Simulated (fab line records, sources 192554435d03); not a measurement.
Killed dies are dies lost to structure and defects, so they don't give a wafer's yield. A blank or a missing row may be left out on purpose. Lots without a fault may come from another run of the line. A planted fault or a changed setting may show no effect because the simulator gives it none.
fab line records | flow n5_finfet
record lots=7 wafers=18 last_day=17
route steps=1938 shown BEOL_M14@1718 PASSIVATION@1936
lots that met no fault: from a run of the same line without faults
start_h: hours from the record's first day to the start of the lot's first wafer shown | wait_h: hours since the lot's step before | " the same as in the row above | L1.1+2: a row that stands for several wafers | - no value, or no start given | * or withheld: withheld | < > ~ a bound
route shown NAME@n: a module of which the file shows steps, and the number in the route of the first | usual: mean/standard deviation of fault-free wafers | same: alike in all rows | chamber/n: place in a boat | sites: the reading at each site | _std_site: their standard deviation | _edge_site: outer sites' mean less inner sites' | radius_mm: how far each site lies from the wafer's centre | mask NAME#n: copy n | behind: the tool/chamber that last shaped the wafer | hold: why the lot was held/for how many hours/how that ended | device: the transistor (n, p or np) that didn't switch | end of line: the same wafers' tests at the end of the route | a step without rows: its recipe alone | killed: dies lost to structure and defects at the first sort, not the wafer's yield | map: a wafer's dies, x killed, . not, _ none there
set.NAME: the setting as run; set.NAME@STEP: as run at that earlier step | model.NAME: the simulator's own value behind a step, which no gauge read
lots at some steps of the route; a table a step, a row a wafer
services: from which hour (start_h, from the record's first day; less than 0 if before it) a tool's chamber was out of use, for how many hours, and why
## steps
# step N5_BEOL_M14_COAT_58
# recipe resist=BARC temp_c=205 time_s=60 spin_rpm=1500 resist_thk_nm=89
# step N5_BEOL_M14_COAT_04
# recipe spin_rpm=1704 resist_thk_nm=800
# step N5_BEOL_M14_EBR_06
# recipe solvent=PGMEA ebr_width_mm=1.5
# step N5_BEOL_M14_SOFTBAKE_05
# recipe temp_c=130 time_s=60
# step N5_BEOL_M14_EXPOSE_07
# recipe mask_id=V13 na=0.8 source_shape=annular sigma_inner=0.5 sigma_outer=0.8 polarization=unpolarized attpsm_phase_deg=180 dose_mj=57
# step N5_BEOL_M14_PEB_08
# recipe peb_temp_c=130 peb_time_s=90
# step N5_BEOL_M14_DEVELOP_09
# recipe develop_time_s=45 rinse_liquid=diw dry=air_spin dev_temp_c=21
# step N5_BEOL_M14_HARDBAKE_14
# recipe temp_c=130 time_s=120
# step N5_BEOL_M14_CD_MEAS_10
# recipe target_cd_nm=250 landing_energy_ev=500 detector=se_inlens polarity=opening
# usual cd_nm=250.1/1.7
# columns lot.wafer tool chamber start_h wait_h cd_nm
L930.2 cd_sem-02 0 256.92 - 251.9
L930.3 " 0 " " 250.1
L930.6 " 0 " " 250.8
L934.2 cd_sem-01 0 278.37 - 249.5
L934.3 " 0 " " 250.2
L934.6 " 0 " " 249.5
L941.1 cd_sem-02 0 330.53 - 249.1
L941.4 " 0 " " 248.1
L942.4 cd_sem-03 0 335.59 - 251.1
L942.6 " 0 " " 248.1
L944.4 cd_sem-01 0 350.34 - 250.9
L944.6 " 0 " " 253.6
L952.1 cd_sem-03 0 378.58 - 251.0
L952.2 " 0 " " 247.9
L952.6 " 0 " " 248.1
L951.1 cd_sem-02 0 382.97 - 251.0
L951.3 " 0 " " 249.3
L951.6 " 0 " " 249.9
# step N5_BEOL_M14_OVL_MEAS_11
# recipe points_per_wafer=44
# usual V13_OVL=-2/5.5
# columns lot.wafer tool chamber start_h wait_h V13_OVL[nm]
L930.2 overlay-01 0 256.95 0.0 -11
L930.3 " 0 " " -4
L930.6 " 0 " " -9
L934.2 overlay-02 0 278.40 0.0 5
L934.3 " 0 " " 0
L934.6 " 0 " " 1
L941.1 overlay-01 0 330.56 0.0 -1
L941.4 " 0 " " 3
L942.4 overlay-02 0 335.62 0.0 1
L942.6 " 0 " " 0
L944.4 overlay-01 0 350.36 0.0 -3
L944.6 " 0 " " -5
L952.1 overlay-01 0 378.61 0.0 -7
L952.2 " 0 " " 0
L952.6 " 0 " " -10
L951.1 overlay-01 0 383.00 0.0 -7
L951.3 " 0 " " 1
L951.6 " 0 " " 5
# step N5_BEOL_M14_INSPECT_12
# recipe mode=adi inspect_instrument=macro
# usual raw_defect_count=1.9/1.4
# columns lot.wafer tool chamber start_h wait_h raw_defect_count
L930.2 defect_inspect-01 - 256.97 0.0 2
L930.3 " - " " 4
L930.6 " - " " 1
L934.2 defect_inspect-02 - 278.42 0.0 2
L934.3 " - " " 3
L934.6 " - " " 0
L941.1 defect_inspect-01 - 330.59 0.0 1
L941.4 " - " " 2
L942.4 defect_inspect-02 - 335.64 0.0 1
L942.6 " - " " 1
L944.4 defect_inspect-01 - 350.39 0.0 3
L944.6 " - " " 0
L952.1 defect_inspect-01 - 378.63 0.0 2
L952.2 " - " " 0
L952.6 " - " " 1
L951.1 defect_inspect-01 - 383.02 0.0 4
L951.3 " - " " 1
L951.6 " - " " 1
# step N5_BEOL_M14_DESCUM_15
# recipe chemistry=O2 time_s=7.9 source_power_w=50 bias_power_w=20 pressure_mtorr=20 rf_frequency_hz=2.712e+07 temp_c=40 o2_flow_sccm=225
# usual drypump_motor_current_A=5.6/0.41 oes_product_au=0.80/0.095 rf_vpp_V=242.7/1.4 showerhead_plenum_p_Torr=2.06/0.076 throttle_valve_pct=20.45/0.2
# same time_s=7.9
# columns lot.wafer tool chamber start_h wait_h drypump_motor_current_A oes_product_au rf_hours_counter_h rf_vpp_V showerhead_plenum_p_Torr throttle_valve_pct
L930.2 rie_diel-04 1 257.20 0.2 5.1 0.75 180 242.0 1.98 20.68
L930.3 " 3 " " 5.5 0.75 149 240.7 2.02 20.59
L930.6 " 1 " " 5.1 0.75 - 242.0 1.98 20.67
L934.2 rie_diel-02 2 278.45 0.0 4.8 0.71 218 245.3 2.17 20.52
L934.3 " 3 " " 5.2 0.80 86 242.3 2.01 20.52
L934.6 " 3 " " 5.2 0.80 - 243.0 2.01 20.51
L941.1 rie_diel-04 3 331.13 0.5 5.5 0.73 174 242.4 2.02 20.61
L941.4 " 2 " " 6.0 0.97 5 241.3 2.04 20.15
L942.4 rie_diel-04 1 335.68 0.0 5.1 0.71 212 241.3 1.97 20.72
L942.6 " 3 " " 5.5 0.72 - 241.7 2.01 20.61
L944.4 rie_diel-04 3 350.66 0.3 5.5 0.73 181 242.7 2.01 20.63
L944.6 " 0 " " 6.1 0.94 - 243.5 2.16 20.34
L952.1 rie_diel-06 2 378.66 0.0 5.5 0.69 250 243.6 2.06 20.82
L952.2 " 1 " " 6.2 0.81 110 241.5 1.99 20.53
L952.6 " 3 " " 5.5 0.79 - 240.8 2.01 20.39
L951.1 rie_diel-02 1 383.06 0.0 5.6 0.93 18 245.1 2.22 20.04
L951.3 " 2 " " 4.8 0.99 0 244.9 2.15 20.28
L951.6 " 2 " " 4.8 0.98 - 243.1 2.15 20.25
# step N5_BEOL_M14_ETCH_59
# recipe chemistry=N2/H2 target=BARC target_depth_a=890 overetch_a=267 time_s=67.9 ion_energy_ev=200 pressure_mtorr=30 source_w=840 bias_w=150 n2_flow_sccm=200 h2_flow_sccm=200
# usual drypump_motor_current_A=5.6/0.4 n2_flow_sccm=200.1/0.57 oes_product_au=0.68/0.079 rf_vpp_V=523.0/2.4 run_length_s=91.4/0.34 showerhead_plenum_p_Torr=2.51/0.087 throttle_valve_pct=17.9/0.35
# columns lot.wafer tool chamber start_h wait_h drypump_motor_current_A n2_flow_sccm oes_product_au rf_hours_counter_h rf_vpp_V run_length_s showerhead_plenum_p_Torr throttle_valve_pct model.coat_of_BEOL_M14_COAT_04.thk_nm
L930.2 rie_diel-04 1 257.23 0.0 5.1 200.4 0.62 180 520.8 91.1 2.44 18.5 718.8
L930.3 " 3 " " 5.5 200.6 0.64 149 520.1 91.9 2.40 17.5 716
L930.6 " 1 " " 5.1 200.4 0.63 - 521.1 91.0 2.44 18.5 716.2
L934.2 rie_diel-02 2 278.49 0.0 4.8 200.0 0.61 218 525.2 91.7 2.63 17.9 721.8
L934.3 " 3 " " 5.2 200.0 0.69 86 520.9 91.5 2.49 18.2 716.4
L934.6 " 3 " " 5.2 199.7 0.70 - 521.9 91.4 2.49 18.2 717.4
L941.1 rie_diel-04 3 331.17 0.0 5.5 199.4 0.63 174 520.0 91.2 2.39 17.6 714.4
L941.4 " 2 " " 6.0 199.5 0.88 5 524.8 85.8 2.48 17.4 721.2
L942.4 rie_diel-04 1 335.71 0.0 5.1 200.6 0.66 212 520.6 85.7 2.43 18.6 726.2
L942.6 " 3 " " 5.5 200.2 0.68 - 521.2 85.8 2.39 17.6 722.4
L944.4 rie_diel-04 3 350.69 0.0 5.5 200.9 0.68 181 518.4 86.1 2.39 17.6 724.6
L944.6 " 0 " " 6.1 200.8 0.86 - 526.1 85.3 2.61 17.7 727.4
L952.1 rie_diel-06 2 378.70 0.0 5.5 200.5 0.59 250 522.5 92.0 2.53 18.5 723.4
L952.2 " 1 " " 6.2 200.3 0.69 110 523.2 91.2 2.46 18.2 718.4
L952.6 " 3 " " 5.5 199.8 0.66 - 522.6 91.4 2.44 17.9 718
L951.1 rie_diel-02 1 383.09 0.0 5.7 198.9 0.80 18 527.3 90.9 2.70 17.4 722
L951.3 " 2 " " 4.8 200.7 0.85 0 526.1 91.5 2.61 17.6 721.8
L951.6 " 2 " " 4.8 200.1 0.85 - 525.5 91.7 2.61 17.6 719.2
# step N5_BEOL_M14_VIA_ETCH_16
# recipe chemistry=C4F8/O2/Ar target=SiO2 he_inner_torr=15 he_outer_torr=30 target_depth_a=12313 time_s=withheld ion_energy_ev=800 pressure_mtorr=20 source_w=1905 bias_w=2040 Ar_flow_sccm=400 C4F8_flow_sccm=16 O2_flow_sccm=12 ends=cleared
# usual drypump_motor_current_A=5.6/0.41 he_outer_torr=30.00/0.061 oes_o_777_au=0.80/0.097 oes_product_au=0.72/0.085 rf_vpp_V=2199/57 showerhead_plenum_p_Torr=3.39/0.09 throttle_valve_pct=30.9/0.36
# columns lot.wafer tool chamber start_h wait_h drypump_motor_current_A he_outer_torr oes_o_777_au oes_product_au rf_vpp_V showerhead_plenum_p_Torr throttle_valve_pct
L930.2 rie_diel-04 1 257.28 0.0 5.1 30.01 0.70 0.67 2178 3.32 31.5
L930.3 " 3 " " 5.5 29.97 0.80 0.69 2193 3.35 31.2
L930.6 " 1 " " 5.1 30.12 0.70 0.66 2176 3.32 31.5
L934.2 rie_diel-02 2 278.54 0.0 4.8 30.08 0.75 0.65 2186 3.48 30.4
L934.3 " 3 " " 5.2 29.96 0.83 0.74 2223 3.34 31.2
L934.6 " 3 " " 5.2 29.97 0.83 0.74 2224 3.34 31.2
L941.1 rie_diel-04 3 331.22 0.0 5.5 29.97 0.77 0.66 2192 3.34 31.2
L941.4 " 2 " " 6.0 30.07 0.94 0.86 2136 3.37 30.7
L942.4 rie_diel-04 1 335.76 0.0 5.1 29.92 0.67 0.64 2175 3.30 31.5
L942.6 " 3 " " 5.5 30.06 0.77 0.67 2192 3.34 31.2
L944.4 rie_diel-04 3 350.74 0.0 5.5 30.09 0.77 0.66 2191 3.34 31.2
L944.6 " 0 " " 6.1 29.99 0.94 0.83 2165 3.50 30.7
L952.1 rie_diel-06 2 378.75 0.0 5.5 29.98 0.69 0.62 2264 3.37 31.1
L952.2 " 1 " " 6.2 29.96 0.78 0.73 2327 3.31 31.0
L952.6 " 3 " " 5.5 29.83 0.77 0.71 2223 3.35 31.1
L951.1 rie_diel-02 1 383.15 0.0 5.6 30.06 0.91 0.84 2196 3.61 30.4
L951.3 " 2 " " 4.8 30.00 1.03 0.89 2183 3.46 30.3
L951.6 " 2 " " 4.8 30.00 1.03 0.89 2184 3.46 30.3
# step N5_PASSIVATION_PROBE_49
# usual defect_limited_yield=91.3/1.5 killed_at_M0_to_M3=35/8.7 killed_at_M4_up=14/5.5 killed_at_contacts=11/5.6 killed_at_front_end=39/13 killed_at_other=3.7/2.2 killed_dies=103/18 killed_open=69/14 killed_short=33/7.8 sort_bin_4_leakage=0.02/0.15 sort_bin_5_function=5.1/0.99 sort_bin_6_memory=3.3/0.67 sort_n_pass=1077/18 sort_yield_pct=91.2/1.5
# same gross_dies=1180 killed_at_back_side=0 sort_bin_8_speed[%]=0
# columns lot.wafer tool chamber start_h wait_h defect_limited_yield[%] killed_at_M0_to_M3 killed_at_M4_up killed_at_contacts killed_at_front_end killed_at_other killed_dies killed_open killed_short sort_bin_4_leakage[%] sort_bin_5_function[%] sort_bin_6_memory[%] sort_n_pass sort_yield_pct[%]
L934.2 prober-02 - 305.99 0.1 91.2 41 21 4 35 3 104 68 36 0 4.7 3.6 1076 91.2
L934.3 prober-02 - 306.04 0.1 95.2 33 5 4 14 1 57 38 19 0 3.0 1.6 1123 95.2
L934.6 prober-02 - 306.19 0.3 92.7 38 10 8 22 8 86 60 26 0 3.9 3.2 1094 92.7
L942.6 prober-02 - 359.83 0.3 91.2 36 10 7 44 7 104 64 39 0 6.0 2.5 1076 91.2
# killed by level:class
L934.2 STI_FIN_REVEAL:geometric_particle:open=12 BEOL_M4:geometric_particle:open=12 BEOL_M0_SAQP:geometric_particle:short=10 BEOL_M3:geometric_particle:open=10 BEOL_M0_SAQP:geometric_particle:open=7 BEOL_M2:geometric_particle:open=6 STARTING-WAFER:geometric_particle:short=4 STI_FIN_REVEAL:geometric_particle:short=3
L934.3 BEOL_M2:geometric_particle:open=9 BEOL_M0:geometric_particle:open=6 MOL_CONTACT_COAG:geometric_particle:open=4 BEOL_M2:geometric_particle:short=4 BEOL_M3:geometric_particle:open=4 STI_FIN_REVEAL:geometric_particle:open=3 ILD0:geometric_particle:short=3 BEOL_M0_SAQP:geometric_particle:short=3
L934.6 BEOL_M0_SAQP:geometric_particle:open=9 BEOL_M4:geometric_particle:open=7 BEOL_M3:geometric_particle:open=6 MOL_CONTACT_COAG:geometric_particle:open=5 BEOL_M0:geometric_particle:open=5 BEOL_M1:geometric_particle:open=5 FIN_SAQP:geometric_particle:open=4 BEOL_M2:geometric_particle:open=4
L942.6 FIN_SAQP:geometric_particle:open=13 FIN_SAQP:geometric_particle:short=11 BEOL_M0_SAQP:geometric_particle:open=7 BEOL_M1:geometric_particle:open=6 STI_FIN_REVEAL:geometric_particle:open=5 MOL_CONTACT_COAG:geometric_particle:open=5 BEOL_M0_SAQP:geometric_particle:short=5 BEOL_M2:geometric_particle:open=5
## services
# columns tool chamber start_h hours kind
rie_diel-02 0 240.73 - clean
rie_diel-02 0 240.73 - consumable_replace:focus_ring
rie_diel-02 0 240.73 20.3 scheduled_down
rie_diel-02 0 240.73 20.3 vent_cycle
rie_diel-06 0 247.66 11.7 repair
rie_diel-04 3 275.02 10.0 repair
rie_diel-06 3 280.34 5.1 repair
rie_diel-04 0 285.05 - clean
rie_diel-04 0 285.05 - consumable_replace:focus_ring
rie_diel-04 0 285.05 18.8 scheduled_down
rie_diel-04 0 285.05 18.8 vent_cycle
rie_diel-04 2 304.11 - clean
rie_diel-04 2 304.11 - consumable_replace:focus_ring
rie_diel-04 2 304.11 12.8 scheduled_down
rie_diel-04 2 304.11 12.8 vent_cycle
rie_diel-02 1 317.81 - clean
rie_diel-02 1 317.81 - consumable_replace:focus_ring
rie_diel-02 1 317.81 - consumable_replace:showerhead
rie_diel-02 1 317.81 17.8 scheduled_down
rie_diel-02 1 317.81 17.8 vent_cycle
rie_diel-04 2 361.65 6.5 repair
rie_diel-02 2 366.02 - clean
rie_diel-02 2 366.02 - consumable_replace:focus_ring
rie_diel-02 2 366.02 15.2 scheduled_down
## key
first_sign step=N5_BEOL_M14_ETCH_59 reading=run_length_s direction=down sigmas=16 usual=* struck=*
effect none on later readings
model_effect step=N5_BEOL_M14_ETCH_59 value=coat_of_BEOL_M14_COAT_04.thk_nm without=719.2 struck=724.4
met_at N5_BEOL_M14_ETCH_59
struck_wafers L941.4,L942.4,L942.6,L944.4,L944.6
onset_between 257.23 331.17
fault kind=process_parameter_drift tool=rie_diel-04 chamber=- onset_h=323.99 steps=N5_BEOL_M14_ETCH_59 channel=time_s offset=* shape=step end_h=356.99 scope=struck_wafers_only acts_in=* stated=*
